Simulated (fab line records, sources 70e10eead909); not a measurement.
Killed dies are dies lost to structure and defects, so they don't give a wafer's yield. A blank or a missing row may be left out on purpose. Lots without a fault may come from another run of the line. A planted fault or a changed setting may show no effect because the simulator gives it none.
A struck lot beside a sound one | flow nand_harc | 14 steps out of a route of 1302
Sound: wafers L941.3, L941.4, L941.6. Struck: wafers L937.1, L937.3, L937.5. The cause comes at the end.
At each step with rows: each side's tool, then ch and its chambers, then its first start. Under that, the readings that differ: sound wafers | struck wafers | difference of the means | sigmas: that difference in standard deviations of wafers without a fault.
alike: readings whose means differ by less than 2 such deviations, and words and numbers that are the same on both sides. not compared: withheld readings, readings that some wafer has no value for, bounds like >300 that may hide the same value, and numbers for which the record gives no deviation and whose values overlap.
The two part at a step that has a row with sigmas, a row that says differs or no value, or rows on one side only. Numbers that don't overlap but have no deviation are shown without sigmas and don't part them. A reading that every wafer of one side lacks parts them only if that side has two wafers or more.

NHARC_P_M2_PRE_CLEAN_32: time 12 s.
  sound on pecvd-02 ch 0,1, day 15 19:20; struck on pecvd-03 ch 1,2, day 13 22:30
  alike: heater_power_w
NHARC_P_M2_DEP_33: deposits SiCN, target thk 30 nm.
  sound on pecvd-02 ch 0,1, day 15 19:27; struck on pecvd-03 ch 1,2, day 13 22:35
  alike: heater_power_w
NHARC_P_BONDPAD_DEP_00: deposits SiCN, target thk 250 nm.
  sound on pecvd-03 ch 1,2, day 15 19:52; struck on pecvd-02 ch 1,2, day 13 22:59
  alike: heater_power_w
NHARC_P_BONDPAD_CMP_32: polishes SiCN, target thk 200 nm.
  sound on cmp-01 ch 0,2, day 15 20:15; struck on cmp-04 ch 0,3, day 13 23:25
  alike: motor_current_A, retaining_ring_pressure_frac
NHARC_P_BONDPAD_THK_MEAS_33: measures by ellipsometry.
  sound on film_metro-01, day 15 20:29; struck on film_metro-01, day 13 23:39
  alike: thk_nm
then, 7 steps without rows for these wafers: NHARC_P_BONDPAD_SRD_34; NHARC_P_BONDPAD_DEHYDRATE_01 (time 120 s); NHARC_P_BONDPAD_HMDS_02 (time 30 s); NHARC_P_BONDPAD_COAT_36 (time 65 s); NHARC_P_BONDPAD_COAT_03 (resist thk 600 nm); NHARC_P_BONDPAD_SOFTBAKE_04 (time 70 s); NHARC_P_BONDPAD_EBR_05.
NHARC_P_BONDPAD_EXPOSE_06: exposes mask P BPAD.
  sound on krf_scanner-02 ch 0, day 15 20:47; struck on krf_scanner-02, day 13 23:56
  no value came back on the struck wafers for exposure_dose_mJ_cm2, focus_offset_nm (nm), na; on the sound wafers exposure_dose_mJ_cm2 reads 37.06 37.05 37.07
  alike: mask
then, 1 step without rows for these wafers: NHARC_P_BONDPAD_PEB_07 (peb time 80 s).

WHERE THEY PART
Only at NHARC_P_BONDPAD_EXPOSE_06, within this record.

WHY: what the simulator had put in
Skipped step whole: krf_scanner-02, from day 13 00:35 on, at NHARC_P_BONDPAD_EXPOSE_06. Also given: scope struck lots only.
